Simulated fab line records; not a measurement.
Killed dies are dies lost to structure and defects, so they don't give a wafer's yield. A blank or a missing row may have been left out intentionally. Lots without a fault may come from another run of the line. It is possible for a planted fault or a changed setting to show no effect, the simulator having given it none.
The tool behind it: which one? || flow n5_finfet || 11 lots, 33 wafers sampled, at 2 steps of a route of 1938

== WHAT EACH GAUGE READ, for each wafer ==
N5_PASSIVATION_OVL_MEAS_63.
{"lot": "L912", "measured": "day 12 11:16", "on": "overlay-02", "PAD_OVL (nm)": "2 -4 -5"}
{"lot": "L913", "measured": "day 12 17:38", "on": "overlay-02", "PAD_OVL (nm)": "-2 -6 -2"}
{"lot": "L918", "measured": "day 14 01:19", "on": "overlay-02", "PAD_OVL (nm)": "-1 12 6"}
{"lot": "L919", "measured": "day 14 13:14", "on": "overlay-02", "PAD_OVL (nm)": "-4 1 -4"}
{"lot": "L921", "measured": "day 15 16:04", "on": "overlay-02", "PAD_OVL (nm)": "-12 -7 -4"}
{"lot": "L916", "measured": "day 15 15:35", "on": "overlay-02", "PAD_OVL (nm)": "-2 -1 -1"}
{"lot": "L924", "measured": "day 16 15:20", "on": "overlay-01", "PAD_OVL (nm)": "2 -1 4"}
{"lot": "L932", "measured": "day 18 05:53", "on": "overlay-02", "PAD_OVL (nm)": "-8 -4 -7"}
{"lot": "L930", "measured": "day 18 09:39", "on": "overlay-02", "PAD_OVL (nm)": "-6 -1 -6"}
{"lot": "L935", "measured": "day 18 14:02", "on": "overlay-02", "PAD_OVL (nm)": "-7 -12 -4"}
{"lot": "L934", "measured": "day 18 17:50", "on": "overlay-01", "PAD_OVL (nm)": "-7 -8 -7"}

== TOOL THAT RAN EACH LOT (tool first, then ch and the chambers of the sampled wafers, then the start) ==
{"lot": "L912", "N5_BEOL_M14_STRIP_37": "rie_diel-01 ch 1,2, day 11 17:06"}
{"lot": "L913", "N5_BEOL_M14_STRIP_37": "rie_diel-05 ch 1,3, day 11 23:37"}
{"lot": "L918", "N5_BEOL_M14_STRIP_37": "rie_diel-01 ch 1,2,3, day 13 04:35"}
{"lot": "L919", "N5_BEOL_M14_STRIP_37": "rie_diel-01 ch 1,2,3, day 13 11:20"}
{"lot": "L921", "N5_BEOL_M14_STRIP_37": "rie_diel-05 ch 0,1,3, day 14 23:19"}
{"lot": "L916", "N5_BEOL_M14_STRIP_37": "rie_diel-05 ch 1,2,3, day 14 23:29"}
{"lot": "L924", "N5_BEOL_M14_STRIP_37": "rie_diel-05 ch 0,1,3, day 15 20:35"}
{"lot": "L932", "N5_BEOL_M14_STRIP_37": "rie_diel-01 ch 0,3, day 17 14:55"}
{"lot": "L930", "N5_BEOL_M14_STRIP_37": "rie_diel-03 ch 1,2, day 17 15:05"}
{"lot": "L935", "N5_BEOL_M14_STRIP_37": "rie_diel-01 ch 1,3, day 17 20:40"}
{"lot": "L934", "N5_BEOL_M14_STRIP_37": "rie_diel-03 ch 0,1,2, day 18 04:46"}
- N5_BEOL_M14_STRIP_37: strips in O2.

== THE ANSWER, worked out from the rows above alone ==
Rule: the usual values come from the lots themselves. Put in order of their means at a reading, lots are off if they are a third of the lots or fewer, leave a main group of 4 or more, and stand apart from it by a gap of 3 or more times the standard deviation of the main group's means; of several such gaps the widest counts. Not used: any main group whose means are identical at the precision the tables above print for the reading. A lot without any number at a reading at which 4 lots or more have one is off too. Any other lot the step has rows for is counted as sound.
None of the lots is off at any reading shown; this tells nothing.

== WHAT HAD BEEN PUT IN BY THE SIMULATOR ==
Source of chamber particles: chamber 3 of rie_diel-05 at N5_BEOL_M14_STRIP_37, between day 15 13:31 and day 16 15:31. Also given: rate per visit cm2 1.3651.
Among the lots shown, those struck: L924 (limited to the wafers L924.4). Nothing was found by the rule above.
